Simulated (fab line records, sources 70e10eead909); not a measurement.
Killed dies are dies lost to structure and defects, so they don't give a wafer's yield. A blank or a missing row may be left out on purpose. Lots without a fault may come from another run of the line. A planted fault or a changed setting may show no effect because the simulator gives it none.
A struck lot beside a sound one | flow nand_harc | 15 steps out of a route of 1159
Sound: wafers L949.1, L949.3, L949.5. Struck: wafers L944.1, L944.4. The cause comes at the end.
At each step with rows: each side's tool, then ch and its chambers, then its first start. Under that, the readings that differ: sound wafers | struck wafers | difference of the means | sigmas: that difference in standard deviations of wafers without a fault.
alike: readings whose means differ by less than 2 such deviations, and words and numbers that are the same on both sides. not compared: withheld readings, readings that some wafer has no value for, bounds like >300 that may hide the same value, and numbers for which the record gives no deviation and whose values overlap.
The two part at a step that has a row with sigmas, a row that says differs or no value, or rows on one side only. Numbers that don't overlap but have no deviation are shown without sigmas and don't part them. A reading that every wafer of one side lacks parts them only if that side has two wafers or more.

first, 5 steps without rows for these wafers: NHARC_A_SGD_CUT_SOFTBAKE_04 (time 55 s); NHARC_A_SGD_CUT_EBR_05; NHARC_A_SGD_CUT_EXPOSE_06 (exposes mask SGD); NHARC_A_SGD_CUT_PEB_07 (peb time 65 s); NHARC_A_SGD_CUT_DEVELOP_08 (develop time 35 s).
NHARC_A_SGD_CUT_CD_MEAS_09: target cd 100 nm.
  sound on cd_sem-03 ch 0, day 17 05:25; struck on cd_sem-03 ch 0, day 15 10:44
  alike: cd_nm
NHARC_A_SGD_CUT_OVL_MEAS_10:
  sound on overlay-02, day 17 05:30; struck on overlay-02, day 15 10:49
  reading           | sound          | struck  | difference | sigmas
  overlay_y_nm (nm) | -1.1 -0.7 -0.3 | 1.3 1.4 | +2.0       | +2
  alike: overlay_x_nm
NHARC_A_SGD_CUT_INSPECT_11:
  sound on defect_inspect-01, day 17 05:32; struck on defect_inspect-02, day 15 10:51
  alike: raw_defect_count
NHARC_A_SGD_CUT_DESCUM_14: chemistry O2, time 3 s.
  sound on rie_diel-13 ch 0,1,3, day 17 05:37; struck on rie_diel-01 ch 1,2, day 15 10:56
  alike: drypump_motor_current_A, oes_product_au, rf_vpp_V, showerhead_plenum_p_Torr, throttle_valve_pct
  not compared: rf_hours_counter_h
NHARC_A_SGD_CUT_ETCH_58: etches the open film in CF4, target depth 39 nm, time 65 s.
  sound on rie_diel-13 ch 1,3, day 17 05:41; struck on rie_diel-01 ch 2,3, day 15 11:00
  alike: drypump_motor_current_A, oes_product_au, rf_fwd_power_W, rf_vpp_V, run_length_s, showerhead_plenum_p_Torr, throttle_valve_pct
  not compared: rf_hours_counter_h
NHARC_A_SGD_CUT_ETCH_59: etches the open film in N2/H2, target depth 260 nm, time 406.25 s.
  sound on rie_diel-13 ch 0,2,3; struck on rie_diel-01 ch 1,2
  alike: drypump_motor_current_A, oes_product_au, rf_fwd_power_W, rf_vpp_V, run_length_s, showerhead_plenum_p_Torr, throttle_valve_pct
  not compared: rf_hours_counter_h
NHARC_A_SGD_CUT_ETCH_15: etches the open film in CH3F/O2, target depth 75 nm, time 64.3 s.
  sound on rie_diel-13 ch 1,2; struck on rie_diel-01 ch 0,2
  reading               | sound             | struck      | difference | sigmas
  oes_product_au (a.u.) | 0.954 0.946 0.943 | 0.977 0.987 | +0.034     | +2
  alike: drypump_motor_current_A, rf_fwd_power_W, rf_vpp_V, run_length_s, showerhead_plenum_p_Torr, throttle_valve_pct
  not compared: rf_hours_counter_h
NHARC_A_SGD_CUT_ETCH_16: etches the open film in C4F8/O2/Ar, target depth 310.5 nm, time 155.2 s.
  sound on rie_diel-13 ch 0,1, day 17 06:10; struck on rie_diel-01 ch 0,3, day 15 11:30
  reading               | sound             | struck      | difference                    | sigmas
  oes_product_au (a.u.) | 0.966 0.957 0.958 | 0.985 0.988 | +0.026                        | +2
  rf_fwd_power_W (W)    | 594.2 598.3 595.7 | - -         | no value on the struck wafers |
  run_length_s (s)      | 176.9 176.5 176.6 | 151.7 151.5 | -25.1                         | -51
  alike: rf_vpp_V
  not compared: rf_hours_counter_h
then, 1 step without rows for these wafers: NHARC_A_SGD_CUT_STRIP_60 (strips in C4F8/O2/Ar).
-- the record jumps here: 6 days lie between the struck wafers' starts before and after (it left off in module A_SGD_CUT and takes up again in module END, whose first step shown is number 1159 of the route) --
NHARC_END_SORT_01:
  the record has rows for the struck wafers here (prober-01 ch 0, day 21 23:13) and none for the sound ones

WHERE THEY PART
First at NHARC_A_SGD_CUT_OVL_MEAS_10; last, within this record, at NHARC_END_SORT_01.

WHY: what the simulator had put in
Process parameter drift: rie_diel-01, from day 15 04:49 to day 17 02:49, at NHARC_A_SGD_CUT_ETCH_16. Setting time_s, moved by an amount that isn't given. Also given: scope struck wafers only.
